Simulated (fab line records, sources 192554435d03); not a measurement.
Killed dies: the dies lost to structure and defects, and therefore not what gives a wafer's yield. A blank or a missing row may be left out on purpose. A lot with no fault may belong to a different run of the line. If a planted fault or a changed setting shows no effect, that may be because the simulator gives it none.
fab line records -- flow n5Finfet
[record] lots = 6, wafers = 18, lastDay = 17
route steps=1938 shown BEOL_M2@870 BEOL_M4@1111 PASSIVATION@1936
lots that met no fault: taken from a fault-free run of the same line
startH: hours from the record's first day to the start of the lot's first wafer shown -- waitH: time in hours since the lot's previous step -- " as in the row above -- L1.1+2: a row that stands for several wafers -- - value missing, or start not given -- * or withheld: withheld -- < > ~ a bound
route shown NAME@n: a module of which the file shows steps, and the number in the route of the first -- usual: mean and standard deviation over wafers with no fault -- same: alike in all rows -- chamber/n: place in a boat -- sites: readings site by site -- _std_site: standard deviation across them -- _edge_site: inner sites' mean taken away from outer sites' mean -- radiusMm: for every site, how far away it sits from the centre of the wafer -- mask NAME#n: copy n -- behind: tool/chamber where the wafer was last shaped -- hold: cause of the lot's hold/its duration in hours/its outcome -- device: the n, p or np transistor that did not switch -- end of line: at the end of the route, the tests of the same wafers -- a step without rows: its recipe alone -- killed: the dies lost at the first sort to structure and to defects; this is not the yield of the wafer -- map: shows each die of a wafer: x if killed, . if not, _ if none is there
set.NAME: setting as actually run; set.NAME@STEP: the setting as run at that earlier step -- model.NAME: the simulator's own value behind a step, which no gauge read
lots at some steps of the route; a table a step, a row a wafer
services: when a tool's chamber went out of use (startH, in hours from the record's first day, below 0 if earlier), for how many hours, and the reason
[[steps]]
[step N5_BEOL_M2_COAT_22]
[recipe] resist = CAR-EUV, spinRpm = 1500, resistThkNm = 30
[step N5_BEOL_M2_EBR_24]
[recipe] solvent = PGMEA, ebrWidthMm = 1.5
[step N5_BEOL_M2_SOFTBAKE_23]
[recipe] tempC = 110, timeS = 60, resist = CAR-EUV
[step N5_BEOL_M2_EXPOSE_25]
[recipe] maskId = V1, na = 0.33, sourceShape = quasar, sigmaInner = 0.2, sigmaOuter = 0.8, polarization = unpolarized, defocusNm = 5, doseMj = 63
[step N5_BEOL_M2_PEB_26]
[recipe] pebTempC = 100, pebTimeS = 60, resist = CAR-EUV
[step N5_BEOL_M2_DEVELOP_27]
[recipe] developTimeS = 30, developer = TMAH, resist = CAR-EUV, rinseLiquid = surfactantRinse, dry = airSpin, devTempC = 23
[step N5_BEOL_M2_CD_MEAS_28]
[recipe] targetCdNm = 26.2, landingEnergyEv = 500, detector = seInlens, targetCdYNm = 24.1, polarity = opening
[usual] cdNm = 26.30/0.24
lot.wafer,tool,chamber,startH,waitH,cdNm
L656.2,cdSem-03,0,180.18,-,26.87
L656.4,cdSem-03,0,180.18,-,26.63
L656.5,cdSem-03,0,180.18,-,26.26
L662.2,cdSem-02,0,222.03,-,26.22
L662.3,cdSem-02,0,222.03,-,26.57
L662.5,cdSem-02,0,222.03,-,26.38
L663.3,cdSem-03,0,225.19,-,26.48
L663.5,cdSem-03,0,225.19,-,26.48
L663.6,cdSem-03,0,225.19,-,26.30
L666.1,cdSem-02,0,246.84,-,26.07
L666.2,cdSem-02,0,246.84,-,26.50
L666.4,cdSem-02,0,246.84,-,26.10
L670.3,cdSem-03,0,265.11,-,26.17
L670.4,cdSem-03,0,265.11,-,26.30
L670.5,cdSem-03,0,265.11,-,26.62
L671.1,cdSem-02,0,279.42,-,26.14
L671.4,cdSem-02,0,279.42,-,26.13
L671.6,cdSem-02,0,279.42,-,26.43
[step N5_BEOL_M2_OVL_MEAS_29]
[recipe] pointsPerWafer = 522
[usual] V1_OVL = 0.1/0.66
lot.wafer,tool,chamber,startH,waitH,V1_OVL[nm]
L656.2,overlay-02,0,180.22,0.0,-0.5
L656.4,overlay-02,0,180.22,0.0,0.2
L656.5,overlay-02,0,180.22,0.0,0.3
L662.2,overlay-01,0,222.07,0.0,0.1
L662.3,overlay-01,0,222.07,0.0,0.4
L662.5,overlay-01,0,222.07,0.0,-0.5
L663.3,overlay-01,0,225.23,0.0,-0.8
L663.5,overlay-01,0,225.23,0.0,0.3
L663.6,overlay-01,0,225.23,0.0,1.6
L666.1,overlay-02,0,246.87,0.0,-0.2
L666.2,overlay-02,0,246.87,0.0,-0.6
L666.4,overlay-02,0,246.87,0.0,0.2
L670.3,overlay-01,0,265.15,0.0,0.6
L670.4,overlay-01,0,265.15,0.0,-0.1
L670.5,overlay-01,0,265.15,0.0,0.4
L671.1,overlay-01,0,279.45,0.0,-0.8
L671.4,overlay-01,0,279.45,0.0,0.1
L671.6,overlay-01,0,279.45,0.0,-0.6
[step N5_BEOL_M2_INSPECT_30]
[recipe] mode = adi, inspectInstrument = brightfield
[usual] rawDefectCount = 392/82
lot.wafer,tool,chamber,startH,waitH,rawDefectCount
L656.2,defectInspect-02,-,180.27,0.0,468
L656.4,defectInspect-02,-,180.27,0.0,491
L656.5,defectInspect-02,-,180.27,0.0,404
L662.2,defectInspect-02,-,222.12,0.0,549
L662.3,defectInspect-02,-,222.12,0.0,359
L662.5,defectInspect-02,-,222.12,0.0,476
L663.3,defectInspect-02,-,225.27,0.0,276
L663.5,defectInspect-02,-,225.27,0.0,332
L663.6,defectInspect-02,-,225.27,0.0,308
L666.1,defectInspect-02,-,246.92,0.1,557
L666.2,defectInspect-02,-,246.92,0.1,428
L666.4,defectInspect-02,-,246.92,0.1,402
L670.3,defectInspect-01,-,265.19,0.0,440
L670.4,defectInspect-01,-,265.19,0.0,347
L670.5,defectInspect-01,-,265.19,0.0,377
L671.1,defectInspect-02,-,279.50,0.1,493
L671.4,defectInspect-02,-,279.50,0.1,397
L671.6,defectInspect-02,-,279.50,0.1,412
[step N5_BEOL_M2_DESCUM_33]
[recipe] chemistry = O2, timeS = 7, sourcePowerW = 50, biasPowerW = 20, pressureMtorr = 20, rfFrequencyHz = 2.712e+07, tempC = 40, resist = CAR-EUV, o2FlowSccm = 225
[usual] drypumpMotorCurrentA = 5.9/0.46, oesProductAu = 0.77/0.072, rfFwdPowerW = 49.37/0.19, rfVppV = 243.3/1.3, showerheadPlenumPTorr = 2.10/0.068, throttleValvePct = 20.38/0.24
lot.wafer,tool,chamber,startH,waitH,drypumpMotorCurrentA,oesProductAu,rfFwdPowerW,rfHoursCounterH,rfVppV,showerheadPlenumPTorr,throttleValvePct
L656.2,rieDiel-05,0,180.31,0.0,5.6,0.83,49.24,84,243.1,2.02,20.20
L656.4,rieDiel-05,3,180.31,0.0,5.5,0.77,49.41,-,243.2,2.20,20.58
L656.5,rieDiel-05,0,180.31,0.0,5.6,0.84,49.40,-,244.1,2.02,20.19
L662.2,rieDiel-01,0,222.34,0.2,5.5,0.87,49.68,65,243.8,2.12,20.70
L662.3,rieDiel-01,1,222.34,0.2,6.6,0.85,49.19,71,243.4,2.13,20.82
L662.5,rieDiel-01,0,222.34,0.2,5.5,0.86,49.47,-,243.9,2.12,20.72
L663.3,rieDiel-04,1,225.67,0.4,5.7,0.76,49.14,149,243.2,2.09,20.67
L663.5,rieDiel-04,1,225.67,0.4,5.7,0.77,48.91,-,244.1,2.09,20.67
L663.6,rieDiel-04,2,225.67,0.4,5.8,0.91,49.48,-,244.5,2.14,19.94
L666.1,rieDiel-01,3,246.96,0.0,5.1,0.71,49.45,238,239.8,1.98,20.50
L666.2,rieDiel-01,1,246.96,0.0,6.6,0.83,49.16,82,243.0,2.13,20.82
L666.4,rieDiel-01,0,246.96,0.0,5.5,0.85,49.47,75,244.1,2.11,20.71
L670.3,rieDiel-01,0,265.23,0.0,5.4,0.85,49.63,82,243.9,2.11,20.73
L670.4,rieDiel-01,1,265.23,0.0,6.6,0.82,49.34,89,243.6,2.12,20.85
L670.5,rieDiel-01,2,265.23,0.0,6.6,0.68,49.39,-,243.3,2.08,20.50
L671.1,rieDiel-05,2,279.55,0.0,6.6,0.73,49.48,190,243.3,2.08,20.47
L671.4,rieDiel-05,1,279.55,0.0,6.2,0.90,49.48,35,243.3,2.14,20.16
L671.6,rieDiel-05,0,279.55,0.0,5.6,0.79,49.14,-,240.9,2.01,20.27
[step N5_BEOL_M2_ETCH_77]
[recipe] chemistry = N2/H2, target = underlayer, targetDepthA = 65, maskMaterial = CAR-EUV, timeS = 5.2, ionEnergyEv = 200, pressureMtorr = 30, sourceW = 840, biasW = 150, n2FlowSccm = 200, h2FlowSccm = 200, ends = cleared
[usual] drypumpMotorCurrentA = 6.0/0.46, etchRfOnTimeS = 5.24/0.072, n2FlowSccm = 200.1/2.3, oesProductAu = 0.65/0.06, rfFwdPowerW = 819.3/2.2, rfVppV = 523.9/2.6, showerheadPlenumPTorr = 2.55/0.081, throttleValvePct = 17.79/0.26
lot.wafer,tool,chamber,startH,waitH,drypumpMotorCurrentA,etchRfOnTimeS,n2FlowSccm,oesProductAu,rfFwdPowerW,rfHoursCounterH,rfVppV,showerheadPlenumPTorr,throttleValvePct
L656.2,rieDiel-05,0,180.34,0.0,5.6,5.37,200.4,0.70,817.7,84,522.2,2.46,17.54
L656.4,rieDiel-05,3,180.34,0.0,5.5,5.30,200.0,0.66,815.5,-,527.5,2.66,17.83
L656.5,rieDiel-05,0,180.34,0.0,5.6,5.43,200.4,0.70,819.8,-,520.3,2.46,17.52
L662.2,rieDiel-01,0,222.37,0.0,5.5,5.25,200.0,0.74,819.2,65,525.7,2.58,18.09
L662.3,rieDiel-01,1,222.37,0.0,6.7,5.27,199.8,0.72,822.9,71,525.0,2.57,18.26
L662.5,rieDiel-01,0,222.37,0.0,5.5,5.25,199.6,0.74,816.9,-,523.1,2.58,18.10
L663.3,rieDiel-04,1,225.70,0.0,5.7,5.15,199.2,0.66,824.5,149,522.7,2.54,18.19
L663.5,rieDiel-04,1,225.70,0.0,5.7,5.23,199.9,0.65,820.6,-,523.9,2.54,18.20
L663.6,rieDiel-04,2,225.70,0.0,5.7,5.26,199.6,0.76,817.8,-,525.2,2.60,17.38
L666.1,rieDiel-01,3,246.99,0.0,5.1,5.21,200.6,0.61,819.7,238,516.8,2.40,17.85
L666.2,rieDiel-01,1,246.99,0.0,6.6,5.25,200.3,0.71,817.6,82,523.8,2.57,18.29
L666.4,rieDiel-01,0,246.99,0.0,5.5,5.22,199.0,0.73,818.5,75,523.8,2.57,18.15
L670.3,rieDiel-01,0,265.26,0.0,5.5,5.22,199.5,0.71,819.9,82,526.3,2.57,18.12
L670.4,rieDiel-01,1,265.26,0.0,6.6,5.20,199.9,0.70,822.3,89,524.7,2.57,18.29
L670.5,rieDiel-01,2,265.26,0.0,6.6,5.25,200.4,0.59,816.6,-,524.2,2.50,17.85
L671.1,rieDiel-05,2,279.59,0.0,6.5,5.22,199.6,0.64,815.8,190,522.1,2.53,17.87
L671.4,rieDiel-05,1,279.59,0.0,6.3,5.19,200.0,0.75,818.6,35,525.7,2.59,17.50
L671.6,rieDiel-05,0,279.59,0.0,5.6,5.30,200.0,0.66,820.5,-,520.2,2.44,17.60
[step N5_BEOL_M2_ETCH_69]
[recipe] chemistry = CF4, target = SiARC, targetDepthA = 156, maskMaterial = CAR-EUV, timeS = 26, ionEnergyEv = 80, pressureMtorr = 40, sourceW = 545, biasW = 36, Ar_flow_sccm = 100, cf4FlowSccm = 100, ends = cleared
[usual] drypumpMotorCurrentA = 5.9/0.46, etchRfOnTimeS = 26.2/0.35, oesProductAu = 0.66/0.06, rfFwdPowerW = 531.8/1.7, rfVppV = 184.1/1.2, showerheadPlenumPTorr = 2.15/0.066, throttleValvePct = 15.60/0.22
lot.wafer,tool,chamber,startH,waitH,drypumpMotorCurrentA,etchRfOnTimeS,oesProductAu,rfFwdPowerW,rfHoursCounterH,rfVppV,showerheadPlenumPTorr,throttleValvePct
L656.2,rieDiel-05,0,180.36,0.0,5.6,26.7,0.71,530.3,84,183.2,2.08,15.46
L656.4,rieDiel-05,3,180.36,0.0,5.6,25.9,0.67,535.2,-,185.5,2.24,15.72
L656.5,rieDiel-05,0,180.36,0.0,5.6,26.6,0.70,530.8,-,182.7,2.08,15.47
L662.2,rieDiel-01,0,222.39,0.0,5.5,26.4,0.73,534.9,65,184.6,2.17,15.88
L662.3,rieDiel-01,1,222.39,0.0,6.6,26.0,0.73,530.4,71,183.6,2.17,15.88
L662.5,rieDiel-01,0,222.39,0.0,5.5,26.1,0.74,534.5,-,184.2,2.17,15.88
L663.3,rieDiel-04,1,225.72,0.0,5.7,25.7,0.65,531.2,149,183.2,2.14,15.90
L663.5,rieDiel-04,1,225.72,0.0,5.7,25.7,0.66,531.2,-,182.8,2.14,15.87
L663.6,rieDiel-04,2,225.72,0.0,5.7,26.3,0.77,531.2,-,184.8,2.19,15.10
L666.1,rieDiel-01,3,247.01,0.0,5.1,26.0,0.61,529.2,238,182.9,2.03,15.73
L666.2,rieDiel-01,1,247.01,0.0,6.6,25.9,0.73,529.2,82,183.8,2.17,15.91
L666.4,rieDiel-01,0,247.01,0.0,5.4,25.9,0.72,531.9,75,185.6,2.17,15.88
L670.3,rieDiel-01,0,265.28,0.0,5.4,26.1,0.72,533.1,82,183.1,2.17,15.89
L670.4,rieDiel-01,1,265.28,0.0,6.6,26.5,0.70,533.7,89,186.1,2.17,15.90
L670.5,rieDiel-01,2,265.28,0.0,6.6,26.6,0.59,534.6,-,185.3,2.12,15.73
L671.1,rieDiel-05,2,279.60,0.0,6.6,26.4,0.63,530.4,190,183.3,2.13,15.71
L671.4,rieDiel-05,1,279.60,0.0,6.2,26.3,0.75,535.0,35,184.0,2.19,15.32
L671.6,rieDiel-05,0,279.60,0.0,5.6,26.7,0.67,532.1,-,183.2,2.07,15.54
[step N5_BEOL_M2_ALD_98]
[recipe] material = SiO2, targetThkA = 25, tempC = 100, aldPrecursorFamily = BDEAS, aldCoReactant = O2-plasma, pulseTimeS = 1, coReactantPulseTimeS = 1, purgeTimeS = 2, coReactantPurgeTimeS = 2, aldCycles = 17, pressureTorr = 2
[usual] aldCycles = 17/0, heaterPowerW = 78/6.6, precursorPulseHeightRel = 1.001/0.02
lot.wafer,tool,chamber,startH,waitH,aldCycles,heaterPowerW,precursorPulseHeightRel,model.SiO2_of_BEOL_M2_ALD_98.thkNm
L656.2,aldSin-03,2,180.97,0.6,17,80,1.005,2.4
L656.4,aldSin-03,0,180.97,0.6,17,72,1.006,2.4
L656.5,aldSin-03,0,180.97,0.6,17,72,0.995,2.4
L662.2,aldSin-02,2,222.62,0.2,17,75,1.012,2.4
L662.3,aldSin-02,3,222.62,0.2,17,72,0.992,2.6
L662.5,aldSin-02,3,222.62,0.2,17,70,1.041,2.4
L663.3,aldSin-02,1,225.80,0.1,17,78,1.012,2.6
L663.5,aldSin-02,1,225.80,0.1,22,77,1.022,3.2
L663.6,aldSin-02,0,225.80,0.1,17,81,1.015,2.4
L666.1,aldSin-02,2,247.09,0.1,17,75,1.025,2.4
L666.2,aldSin-02,1,247.09,0.1,22,76,1.030,3.2
L666.4,aldSin-02,0,247.09,0.1,17,82,0.998,2.4
L670.3,aldSin-04,1,265.36,0.1,17,72,1.012,2.4
L670.4,aldSin-04,3,265.36,0.1,17,83,1.018,2.4
L670.5,aldSin-04,3,265.36,0.1,17,80,1.029,2.4
L671.1,aldSin-04,1,279.69,0.1,17,72,1.029,2.4
L671.4,aldSin-04,2,279.69,0.1,17,70,1.005,2.4
L671.6,aldSin-04,0,279.69,0.1,17,76,1.000,2.4
[step N5_BEOL_M2_ETCHBACK_99]
[recipe] chemistry = CHF3, target = SiO2, targetDepthA = 50, timeS = 10.4, sourceW = 215, biasW = 47, Ar_flow_sccm = 200, CHF3_flow_sccm = 12, ionEnergyEv = 100, pressureMtorr = 30
[usual] drypumpMotorCurrentA = 5.9/0.51, oesProductAu = 0.79/0.081, rfFwdPowerW = 212.3/0.94, rfVppV = 240.8/2, showerheadPlenumPTorr = 2.17/0.066, throttleValvePct = 17.07/0.26
lot.wafer,tool,chamber,startH,waitH,drypumpMotorCurrentA,oesProductAu,rfFwdPowerW,rfHoursCounterH,rfVppV,showerheadPlenumPTorr,throttleValvePct
L656.2,rieDiel-05,3,181.47,0.4,5.6,0.77,212.5,128,240.1,2.26,17.21
L656.4,rieDiel-05,3,181.47,0.4,5.5,0.78,212.9,-,241.4,2.26,17.21
L656.5,rieDiel-05,0,181.47,0.4,5.6,0.82,213.3,-,243.7,2.09,16.89
L662.2,rieDiel-05,0,226.53,3.9,5.6,0.80,212.5,105,242.5,2.08,16.94
L662.3,rieDiel-05,2,226.53,3.9,6.6,0.75,212.3,170,239.9,2.15,17.13
L662.5,rieDiel-05,1,226.53,3.9,6.2,0.94,213.1,-,245.8,2.21,16.77
L663.3,rieDiel-04,1,226.59,0.7,5.7,0.76,209.5,150,240.1,2.15,17.34
L663.5,rieDiel-04,3,226.59,0.7,5.7,0.71,212.4,-,241.0,2.23,16.96
L663.6,rieDiel-04,1,226.59,0.7,5.7,0.78,210.8,-,239.6,2.15,17.32
L666.1,rieDiel-05,1,247.38,0.2,6.3,0.92,213.7,23,243.4,2.21,16.79
L666.2,rieDiel-05,0,247.38,0.2,5.6,0.80,211.0,112,242.7,2.08,16.93
L666.4,rieDiel-05,2,247.38,0.2,6.6,0.75,212.3,177,238.4,2.15,17.14
L670.3,rieDiel-01,0,267.09,1.7,5.5,0.84,212.4,82,239.2,2.18,17.38
L670.4,rieDiel-01,3,267.09,1.7,5.1,0.70,212.4,245,237.5,2.04,17.19
L670.5,rieDiel-01,0,267.09,1.7,5.5,0.85,213.2,-,241.8,2.18,17.39
L671.1,rieDiel-04,2,280.33,0.6,5.8,0.85,210.8,34,238.6,2.19,16.58
L671.4,rieDiel-04,3,280.33,0.6,5.7,0.69,214.3,237,241.0,2.22,17.01
L671.6,rieDiel-04,1,280.33,0.6,5.8,0.74,210.9,-,240.1,2.14,17.37
[step N5_BEOL_M4_RC_MEAS_101]
[usual] DIBL_N = 36.3/1.2, DIBL_P = 36.1/1.6, IOFF_N = 0.161/0.023, IOFF_P = 0.209/0.027, ION_N = 676/8.9, ION_P = 462/5.3, SS_N = 71.5/0.51, SS_P = 73.2/0.5, VT_N = 249.1/2.5, VT_P = -249.9/2.8
lot.wafer,tool,chamber,startH,waitH,DIBL_N[mV/V],DIBL_P[mV/V],IOFF_N[nA/um],IOFF_P[nA/um],ION_N[uA/um],ION_P[uA/um],SS_N[mV/dec],SS_P[mV/dec],VT_N[mV],VT_P[mV]
L656.2,prober-02,0,206.46,0.2,35.5,33.1,0.138,0.183,666,460,71.2,72.3,250.0,-251.4
L656.4,prober-02,0,206.46,0.2,36.5,34.4,0.153,0.210,681,469,71.2,73.0,248.6,-248.4
L656.5,prober-02,0,206.46,0.2,37.1,35.1,0.161,0.212,679,469,71.8,73.5,249.0,-249.5
L663.3,prober-02,0,249.34,0.3,36.2,36.4,0.166,0.206,669,459,71.3,73.2,250.0,-250.2
L663.5,prober-02,0,249.34,0.3,35.1,35.6,0.157,0.204,681,469,72.0,72.9,249.4,-250.6
L663.6,prober-02,0,249.34,0.3,34.9,34.8,0.150,0.186,668,459,71.0,72.8,251.0,-250.7
L662.2,prober-02,0,255.40,0.2,37.6,37.7,0.207,0.212,692,462,71.4,73.6,242.1,-253.8
L662.3,prober-02,0,255.40,0.2,36.2,37.0,0.164,0.195,668,455,70.7,73.3,247.9,-252.8
L662.5,prober-02,0,255.40,0.2,35.6,35.3,0.158,0.183,678,454,71.6,72.9,246.3,-254.3
L666.1,prober-02,0,274.69,0.0,36.8,35.9,0.171,0.228,679,469,71.4,74.8,248.3,-247.6
L666.2,prober-02,0,274.69,0.0,37.9,36.5,0.191,0.233,693,464,72.0,73.5,246.8,-248.7
L666.4,prober-02,0,274.69,0.0,38.8,37.4,0.210,0.256,691,472,72.1,74.3,245.5,-249.8
L670.3,prober-01,0,294.60,0.3,35.8,36.9,0.173,0.216,670,459,72.0,73.3,247.9,-248.2
L670.4,prober-01,0,294.60,0.3,35.5,36.2,0.162,0.202,680,454,72.5,73.2,247.7,-248.1
L670.5,prober-01,0,294.60,0.3,36.3,37.3,0.175,0.229,681,464,71.4,73.6,247.1,-248.9
L671.1,prober-01,0,310.21,0.0,34.6,33.6,0.125,0.169,669,460,71.2,73.0,252.8,-252.1
L671.4,prober-01,0,310.21,0.0,35.6,34.4,0.136,0.179,672,460,71.8,73.0,252.2,-250.3
L671.6,prober-01,0,310.21,0.0,36.8,36.1,0.154,0.201,677,459,71.5,73.3,249.4,-251.0
[step N5_PASSIVATION_PROBE_49]
[usual] defectLimitedYield = 91.3/1.5, killed_at_M0_to_M3 = 35/10, killed_at_M4_up = 13/5.3, killedAtContacts = 12/5.7, killedAtFrontEnd = 39/11, killedAtOther = 3.3/2.7, killedDies = 102/18, killedOpen = 67/13, killedShort = 34/7.8, sort_bin_5_function = 5.1/1, sort_bin_6_memory = 3.3/0.68, sortNPass = 1078/18, sortYieldPct = 91.3/1.5
[same] grossDies = 1180, killedAtBackSide = 0, sort_bin_4_leakage[%] = 0, sort_bin_8_speed[%] = 0
lot.wafer,tool,chamber,startH,waitH,defectLimitedYield[%],killed_at_M0_to_M3,killed_at_M4_up,killedAtContacts,killedAtFrontEnd,killedAtOther,killedDies,killedOpen,killedShort,sort_bin_5_function[%],sort_bin_6_memory[%],sortNPass,sortYieldPct[%]
L656.2,prober-01,-,307.04,0.1,88.8,52,12,5,53,10,132,81,49,6.4,4.5,1048,88.8
L656.4,prober-01,-,307.14,0.2,91.6,31,14,6,47,1,99,64,34,5.0,3.2,1081,91.6
L656.5,prober-01,-,307.19,0.2,90.8,38,6,9,53,2,108,73,35,5.4,3.6,1072,90.8
L662.2,prober-02,-,358.83,0.4,89.4,47,18,11,46,3,125,77,46,6.2,3.7,1055,89.4
L662.3,prober-02,-,358.88,0.4,91.8,21,15,14,42,5,97,67,30,4.8,3.1,1083,91.8
// killed by level:class
L656.2 BEOL_M2:geometricParticle:open=20 FIN_SAQP:geometricParticle:short=14 FIN_SAQP:geometricParticle:open=11 BEOL_M0_SAQP:geometricParticle:open=11 BEOL_M0_SAQP:geometricParticle:short=6 BEOL_M2:geometricParticle:short=6 BEOL_M4:geometricParticle:open=6 STARTING-WAFER:geometricParticle:open=5
L656.4 FIN_SAQP:geometricParticle:open=11 FIN_SAQP:geometricParticle:short=9 BEOL_M0_SAQP:geometricParticle:short=9 DUMMY_GATE:geometricParticle:open=8 BEOL_M1:geometricParticle:open=7 BEOL_M2:geometricParticle:open=6 BEOL_M4:geometricParticle:open=6 BEOL_M0_SAQP:geometricParticle:open=5
L656.5 BEOL_M1:geometricParticle:open=11 BEOL_M2:geometricParticle:open=9 MOL_CONTACT_COAG:geometricParticle:open=8 BEOL_M0_SAQP:geometricParticle:short=8 FIN_SAQP:geometricParticle:open=6 STARTING-WAFER:geometricParticle:open=6 STI_FIN_REVEAL:geometricParticle:open=5 DUMMY_GATE:geometricParticle:open=5
L662.2 BEOL_M0_SAQP:geometricParticle:open=12 MOL_CONTACT_COAG:geometricParticle:open=11 BEOL_M0_SAQP:geometricParticle:short=9 FIN_SAQP:geometricParticle:short=8 BEOL_M0:geometricParticle:open=7 BEOL_M2:geometricParticle:open=7 FIN_SAQP:geometricParticle:open=6 GATE_CUT:geometricParticle:open=6
L662.3 BEOL_M4:geometricParticle:open=11 FIN_SAQP:geometricParticle:open=10 STI_FIN_REVEAL:geometricParticle:open=10 MOL_CONTACT_COAG:geometricParticle:open=10 BEOL_M0_SAQP:geometricParticle:open=8 FIN_SAQP:geometricParticle:short=6 MOL_CONTACT_COAG:geometricParticle:short=4 STARTING-WAFER:geometricParticle:short=4
[[services]]
tool,chamber,startH,hours,kind
rieDiel-04,1,160.26,9.4,repair
rieDiel-05,1,168.24,-,clean
rieDiel-05,1,168.24,-,consumableReplace:esc
rieDiel-05,1,168.24,-,consumableReplace:focusRing
rieDiel-05,1,168.24,23.1,scheduledDown
rieDiel-05,1,168.24,23.1,ventCycle
aldSin-04,1,169.02,2.7,repair
aldSin-02,-,176.75,14.0,pm
aldSin-04,-,180.72,14.6,pm
rieDiel-01,-,182.64,29.3,repair
aldSin-04,2,203.92,12.4,repair
rieDiel-04,2,210.03,5.3,repair
rieDiel-04,1,217.31,5.0,repair
rieDiel-01,3,221.31,4.5,repair
aldSin-04,-,234.32,3.0,repair
rieDiel-01,2,240.16,6.1,repair
rieDiel-04,1,265.61,2.8,repair
rieDiel-04,1,270.86,4.3,repair
aldSin-03,1,274.19,4.2,repair
rieDiel-01,3,279.36,-,clean
rieDiel-01,3,279.36,-,consumableReplace:focusRing
rieDiel-01,3,279.36,-,consumableReplace:showerhead
rieDiel-01,3,279.36,15.2,scheduledDown
rieDiel-01,3,279.36,15.2,ventCycle
[[key]]
[firstSign] step = N5_BEOL_M2_ALD_98, reading = aldCycles, direction = up, sigmas = 99+, usual = *, struck = *
effect none on later readings
[modelEffect] step = N5_BEOL_M2_ALD_98, value = SiO2_of_BEOL_M2_ALD_98.thkNm, without = 2.5, struck = 3.2
metAt N5_BEOL_M2_ALD_98
struckWafers L663.5,L666.2
onsetBetween 222.62 225.80
[fault] kind = processParameterDrift, tool = aldSin-02, chamber = -, onsetH = 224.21, steps = N5_BEOL_M2_ALD_98, channel = aldCycles, offset = *, shape = step, endH = 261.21, scope = struckWafersOnly, actsIn = *, stated = *
